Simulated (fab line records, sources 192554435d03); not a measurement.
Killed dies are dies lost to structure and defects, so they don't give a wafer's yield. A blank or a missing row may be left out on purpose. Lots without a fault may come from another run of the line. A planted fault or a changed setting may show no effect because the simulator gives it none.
Which tool did it? | flow n5_finfet | 9 lots, 27 wafers sampled, at 5 steps of a route of 1938

WHAT THE GAUGES READ, wafer by wafer
N5_BEOL_M4_RC_MEAS_101. Usual: DIBL_N 36.4 mV/V, standard deviation 2; DIBL_P 36.1 mV/V, standard deviation 2.5; IOFF_N 0.16 nA/um, standard deviation 0.037; IOFF_P 0.20 nA/um, standard deviation 0.038; ION_N 670 uA/um, standard deviation 13; ION_P 459 uA/um, standard deviation 8.3; SS_N 71.6 mV/dec, standard deviation 0.69; SS_P 73.3 mV/dec, standard deviation 0.72; VT_N 250 mV, standard deviation 3.4; VT_P -251 mV, standard deviation 3.1.
lot  | measured     | on        | DIBL_N (mV/V)  | DIBL_P (mV/V)  | IOFF_N (nA/um) | IOFF_P (nA/um) | ION_N (uA/um) | ION_P (uA/um) | SS_N (mV/dec)  | SS_P (mV/dec)  | VT_N (mV)   | VT_P (mV)      | flag
L884 | day 9 03:44  | prober-01 | 34.9 39.3 35.5 | 34.7 39.6 34.9 | 0.13 0.22 0.14 | 0.16 0.25 0.16 | 665 680 663   | 454 461 449   | 70.6 72.3 71.7 | 72.8 73.9 73.0 | 255 249 251 | -254 -249 -255 |
L896 | day 12 07:19 | prober-02 | 37.8 38.4 37.0 | 36.1 36.1 35.6 | 0.15 0.17 0.15 | 0.22 0.22 0.22 | 676 679 685   | 467 465 476   | 72.1 72.0 71.7 | 73.2 73.1 73.2 | 249 250 249 | -249 -248 -250 |
L897 | day 13 02:29 | prober-01 | 37.0 35.0 35.4 | 39.0 34.6 36.6 | 0.17 0.12 0.13 | 0.27 0.20 0.22 | 674 654 661   | 469 461 467   | 71.6 71.4 71.2 | 73.9 72.7 73.8 | 252 254 253 | -246 -250 -247 |
L898 | day 12 15:27 | prober-02 | 39.0 34.5 33.6 | 40.1 34.5 33.7 | 0.21 0.12 0.11 | 0.25 0.16 0.15 | 684 657 654   | 464 454 450   | 72.2 71.0 71.1 | 73.8 72.7 72.6 | 248 255 255 | -249 -255 -254 |
L899 | day 13 09:29 | prober-02 | 35.5 34.2 37.4 | 35.2 34.1 36.8 | 0.15 0.12 0.19 | 0.21 0.18 0.22 | 669 669 668   | 460 459 456   | 72.0 71.5 73.1 | 72.5 72.3 73.3 | 250 255 247 | -250 -251 -249 |
L901 | day 13 16:30 | prober-01 | 36.7 37.6 35.3 | 36.9 36.4 34.9 | 0.18 0.17 0.13 | 0.19 0.18 0.17 | 676 668 651   | 455 445 452   | 71.4 71.6 70.8 | 74.0 73.9 72.3 | 246 247 251 | -254 -255 -256 |

WHICH TOOL RAN EACH LOT (tool, then ch and the chambers of the sampled wafers, then the start)
lot  | N5_FIN_SAQP_ETCH_57               | N5_FIN_SAQP_STRIP_70              | N5_FIN_SAQP_HM_CD_35   | N5_FIN_SAQP_ETCH_64
L884 | rie_diel-04 ch 1,3, day 3 07:01   | rie_diel-04 ch 0,1,3, day 3 07:47 | cd_sem-02, day 3 08:57 | rie_si-02 ch 0,1,3, day 3 09:00
L890 | rie_diel-02 ch 0,1,2, day 5 01:52 | rie_diel-04 ch 0,1,2, day 5 02:38 | cd_sem-03, day 5 05:17 | rie_si-05 ch 0,1,3, day 5 05:20
L891 | rie_diel-04 ch 0,2, day 5 04:58   | rie_diel-05 ch 0,1, day 5 05:49   | cd_sem-02, day 5 06:52 | rie_si-05 ch 1,2, day 5 06:54
L892 | rie_diel-05 ch 0,1,2, day 5 08:29 | rie_diel-05 ch 0,1,2, day 5 09:16 | cd_sem-01, day 5 10:15 | rie_si-02 ch 0,1,3, day 5 10:18
L896 | rie_diel-02 ch 0,3, day 6 06:10   | rie_diel-02 ch 0,2,3, day 6 06:56 | cd_sem-02, day 6 07:56 | rie_si-02 ch 0,3, day 6 07:58
L897 | rie_diel-04 ch 0,2, day 6 12:31   | rie_diel-02 ch 0,2,3, day 6 13:29 | cd_sem-01, day 6 14:45 | rie_si-05 ch 0,2,3, day 6 14:48
L898 | rie_diel-04 ch 0,1,2, day 6 18:36 | rie_diel-04 ch 0,1,2, day 6 19:32 | cd_sem-02, day 6 20:37 | rie_si-02 ch 2,3, day 6 20:40
L899 | rie_diel-04 ch 0,1,2, day 7 00:44 | rie_diel-05 ch 1,2,3, day 7 01:31 | cd_sem-03, day 7 04:04 | rie_si-05 ch 0,1,2, day 7 04:07
L901 | rie_diel-05 ch 1,2, day 7 11:48   | rie_diel-02 ch 1,2,3, day 7 12:34 | cd_sem-01, day 7 13:34 | rie_si-02 ch 0,3, day 7 13:37
- N5_FIN_SAQP_ETCH_57: etches SiNx in CH3F/O2, target depth 32.5 nm, time 46.4 s.
- N5_FIN_SAQP_STRIP_70: strips in N2/H2.
- N5_FIN_SAQP_HM_CD_35: target cd 8 nm.
- N5_FIN_SAQP_ETCH_64: etches SiO2 in CF4, target depth 1.5 nm.

WHAT THE TOOLS THEMSELVES READ (means of the sampled wafers that have a number; where no wafer has one, the mark that the record gives instead)
N5_FIN_SAQP_ETCH_57. Usual: CH3F_flow_sccm 30.00 sccm, standard deviation 0.087; O2_flow_sccm 20.01 sccm, standard deviation 0.062; drypump_motor_current_A 5.7 A, standard deviation 0.39; etch_rf_on_time_s 46.9 s, standard deviation 1.2; oes_product_au 0.63 a.u., standard deviation 0.066; rf_vpp_V 292 V, standard deviation 7.7; showerhead_plenum_p_Torr 2.01 Torr, standard deviation 0.076; throttle_valve_pct 16.30 %, standard deviation 0.16.
lot  | tool        | CH3F_flow_sccm (sccm) | O2_flow_sccm (sccm) | drypump_motor_current_A (A) | etch_rf_on_time_s (s) | oes_product_au (a.u.) | rf_vpp_V (V) | showerhead_plenum_p_Torr (Torr) | throttle_valve_pct (%) | flag
L884 | rie_diel-04 | 30.01                 | 19.99               | 5.6                         | 47.6                  | 0.60                  | 296          | 2.05                            | 16.18                  |
L890 | rie_diel-02 | 29.89                 | 20.01               | 5.9                         | 47.1                  | 0.60                  | 291          | 1.98                            | 16.34                  |
L891 | rie_diel-04 | 30.06                 | 19.98               | 5.4                         | 46.1                  | 0.66                  | 294          | 2.03                            | 16.42                  |
L892 | rie_diel-05 | 30.05                 | 20.04               | 5.6                         | 47.0                  | 0.63                  | 291          | 1.99                            | 16.29                  |
L896 | rie_diel-02 | 29.88                 | 19.99               | 6.2                         | 47.7                  | 0.60                  | 284          | 1.95                            | 16.21                  |
L897 | rie_diel-04 | 30.08                 | 20.02               | 5.5                         | 46.1                  | 0.70                  | 296          | 2.07                            | 16.33                  |
L898 | rie_diel-04 | 29.99                 | 19.98               | 5.4                         | 47.1                  | 0.65                  | 293          | 2.06                            | 16.34                  |
L899 | rie_diel-04 | 30.08                 | 20.06               | 5.4                         | 46.0                  | 0.65                  | 294          | 2.05                            | 16.34                  |
L901 | rie_diel-05 | 30.03                 | 19.96               | 5.9                         | 46.7                  | 0.64                  | 297          | 1.99                            | 16.32                  |

N5_FIN_SAQP_STRIP_70. Usual: drypump_motor_current_A 5.7 A, standard deviation 0.41; n2_flow_sccm 300.1 sccm, standard deviation 0.94; oes_product_au 0.75 a.u., standard deviation 0.087; rf_vpp_V 121.8 V, standard deviation 1.1; showerhead_plenum_p_Torr 3.37 Torr, standard deviation 0.14; throttle_valve_pct 19.0 %, standard deviation 0.41.
lot  | tool        | drypump_motor_current_A (A) | n2_flow_sccm (sccm) | oes_product_au (a.u.) | rf_vpp_V (V) | showerhead_plenum_p_Torr (Torr) | throttle_valve_pct (%) | flag
L884 | rie_diel-04 | 5.7                         | 299.9               | 0.79                  | 122.2        | 3.46                            | 18.8                   |
L890 | rie_diel-04 | 5.5                         | 300.3               | 0.78                  | 121.8        | 3.48                            | 19.1                   |
L891 | rie_diel-05 | 5.8                         | 300.6               | 0.76                  | 122.5        | 3.49                            | 18.8                   |
L892 | rie_diel-05 | 5.6                         | 300.5               | 0.75                  | 122.0        | 3.36                            | 18.8                   |
L896 | rie_diel-02 | 6.1                         | 300.7               | 0.70                  | 120.4        | 3.30                            | 19.1                   |
L897 | rie_diel-02 | 6.1                         | 300.0               | 0.70                  | 121.3        | 3.30                            | 19.1                   |
L898 | rie_diel-04 | 5.5                         | 300.6               | 0.77                  | 121.9        | 3.47                            | 19.1                   |
L899 | rie_diel-05 | 5.8                         | 299.3               | 0.82                  | 121.9        | 3.30                            | 19.0                   |
L901 | rie_diel-02 | 6.1                         | 299.8               | 0.79                  | 122.1        | 3.38                            | 19.2                   |

N5_FIN_SAQP_HM_CD_35. Usual: cd_nm 8.15 nm, standard deviation 0.28.
lot  | tool      | cd_nm (nm) | flag
L884 | cd_sem-02 | 8.33       |
L890 | cd_sem-03 | 8.19       |
L891 | cd_sem-02 | 8.55       |
L892 | cd_sem-01 | 8.12       |
L896 | cd_sem-02 | 8.03       |
L897 | cd_sem-01 | 8.11       |
L898 | cd_sem-02 | 8.00       |
L899 | cd_sem-03 | 8.06       |
L901 | cd_sem-01 | 8.06       |

N5_FIN_SAQP_ETCH_64. Usual: bias_w 399.9 W, standard deviation 1.2; cf4_flow_sccm 80.00 sccm, standard deviation 0.27; drypump_motor_current_A 5.6 A, standard deviation 0.53; oes_product_au 0.995 a.u., standard deviation 0.018; throttle_valve_pct 21.7 %, standard deviation 0.32.
lot  | tool      | bias_w (W) | cf4_flow_sccm (sccm) | drypump_motor_current_A (A) | oes_product_au (a.u.) | throttle_valve_pct (%) | flag
L884 | rie_si-02 | 400.5      | 80.07                | 5.2                         | 0.999                 | 21.5                   |
L890 | rie_si-05 | -          | -                    | -                           | -                     | -                      | OFF
L891 | rie_si-05 | -          | -                    | -                           | -                     | -                      | OFF
L892 | rie_si-02 | -          | -                    | -                           | -                     | -                      | OFF
L896 | rie_si-02 | 400.0      | 79.82                | 5.2                         | 0.980                 | 21.8                   |
L897 | rie_si-05 | 400.2      | 80.14                | 5.7                         | 0.992                 | 21.9                   |
L898 | rie_si-02 | 398.9      | 79.89                | 6.2                         | 0.991                 | 21.4                   |
L899 | rie_si-05 | 399.9      | 80.16                | 5.8                         | 0.997                 | 21.8                   |
L901 | rie_si-02 | 400.7      | 79.85                | 5.5                         | 0.977                 | 21.4                   |

THE ANSWER, worked out from the rows above alone
Rule: a lot is off if the mean of its wafers that have a number lies more than 3 standard deviations from the usual mean. A lot without any number at a reading at which 4 lots or more have one is off too. The other lots that the step has rows for count as sound. The gauges are gone through in route order, then the tools' own readings, and for those a lot's mean is taken as printed above. The first step at which some lot is off is used, and at that step the reading that is off furthest; a lot without a number counts as furthest.
Off: L890, L891, L892, at N5_FIN_SAQP_ETCH_64 (bias_w). Without a number there: L890, L891, L892.
A tool fits if, at that step or a process step before it, it ran every lot that is off, and no sound lot after the first of them. None of those tried fits.

WHAT THE SIMULATOR HAD PUT IN
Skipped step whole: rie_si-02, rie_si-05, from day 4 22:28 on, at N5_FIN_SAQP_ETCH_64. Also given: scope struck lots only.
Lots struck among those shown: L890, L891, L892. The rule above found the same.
